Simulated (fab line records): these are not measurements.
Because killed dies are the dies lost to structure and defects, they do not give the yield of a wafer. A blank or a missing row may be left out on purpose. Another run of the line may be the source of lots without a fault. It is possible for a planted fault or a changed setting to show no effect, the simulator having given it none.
Struck lot and sound lot, side by side + flow nand-harc + 14 steps out of a route of 1159
Sound: these wafers, L341.2, L341.3, L341.6. Struck: wafers L351.1, L351.2, L351.5. The cause is given at the end.
Per side, at each step with rows, come the tool, then ch with its chambers, and then its first start. Under that, the readings that differ: sound wafers + struck wafers + difference of the means + sigmas: that difference in standard deviations of wafers without a fault.
alike: same words and numbers on both sides, and readings whose means sit less than 2 such deviations apart. not compared: any withheld reading, any reading some wafer has no value for, any bound like >300 that may hide the same value, and any number with overlapping values for which the record gives no deviation.
A row with sigmas, a row that says differs or no value, or rows on one side alone: a step with any of these is where the two part. Numbers that have no deviation but don't overlap get no sigmas and don't part them. Lack of a reading on every wafer of one side parts them only where that side has two or more wafers.

NHARC_A_STAIRCASE_TRIM_202: chemistry O2, time 211.2 s.
  sound: rie-diel-06 ch 0,3; struck: rie-diel-06 ch 0,2
  alike: drypump-motor-current-A, oes-product-au, rf-vpp-V, showerhead-plenum-p-Torr, throttle-valve-pct
  not compared: rf-hours-counter-h
NHARC_A_STAIRCASE_ETCH_203: etches the open film in C4F8/O2, target depth 100 nm, time 40.5 s.
  sound: rie-diel-06 ch 0,2; struck: rie-diel-06 ch 1,2,3
  alike: oes-product-au, rf-vpp-V
  not compared: rf-hours-counter-h
NHARC_A_STAIRCASE_STRIP_205: strips in O2.
  sound on plasma-asher-02 ch 0,1, day 13 17:25; struck on plasma-asher-01 ch 0,1, day 15 22:40
| reading            | sound       | struck      | difference | sigmas |
|--------------------|-------------|-------------|------------|--------|
| heater-power-w (W) | 303 302 308 | 353 353 348 | +47        | +2     |
  alike: drypump-motor-current-A
  not compared: rf-hours-counter-h
then, 8 steps without rows for these wafers: NHARC_A_STAIRCASE_STRIP_206 (strips in SPM, time 900 s); NHARC_A_STAIRCASE_PRECLEAN_207 (cleans in SC1); NHARC_A_STAIRCASE_SRD_208; NHARC_A_STAIRCASE_DEHYDRATE_209 (time 120 s); NHARC_A_STAIRCASE_HMDS_210 (time 30 s); NHARC_A_STAIRCASE_COAT_211; NHARC_A_STAIRCASE_SOFTBAKE_212 (time 170 s); NHARC_A_STAIRCASE_EBR_213.
NHARC_A_STAIRCASE_EXPOSE_214: exposes mask STAIR 3.
  sound on krf-scanner-04 ch 0, day 13 18:31; struck on krf-scanner-04 ch 0, day 15 23:47
| reading              | sound             | struck            | difference | sigmas |
|----------------------|-------------------|-------------------|------------|--------|
| exposure-dose-mJ-cm2 | 31.28 31.27 31.25 | 28.10 28.11 28.13 | -3.15      | -99    |
  alike: mask
then, 1 step without rows for these wafers: NHARC_A_STAIRCASE_PEB_215 (peb time 130 s).
NHARC_END_SORT_01:
  the record has rows for the sound wafers here (prober-02 ch 0, day 22 23:25) and none for the struck ones

## WHERE THEY PART
First at NHARC_A_STAIRCASE_STRIP_205; last, within this record, at NHARC_END_SORT_01.

WHY: what had been put in by the simulator
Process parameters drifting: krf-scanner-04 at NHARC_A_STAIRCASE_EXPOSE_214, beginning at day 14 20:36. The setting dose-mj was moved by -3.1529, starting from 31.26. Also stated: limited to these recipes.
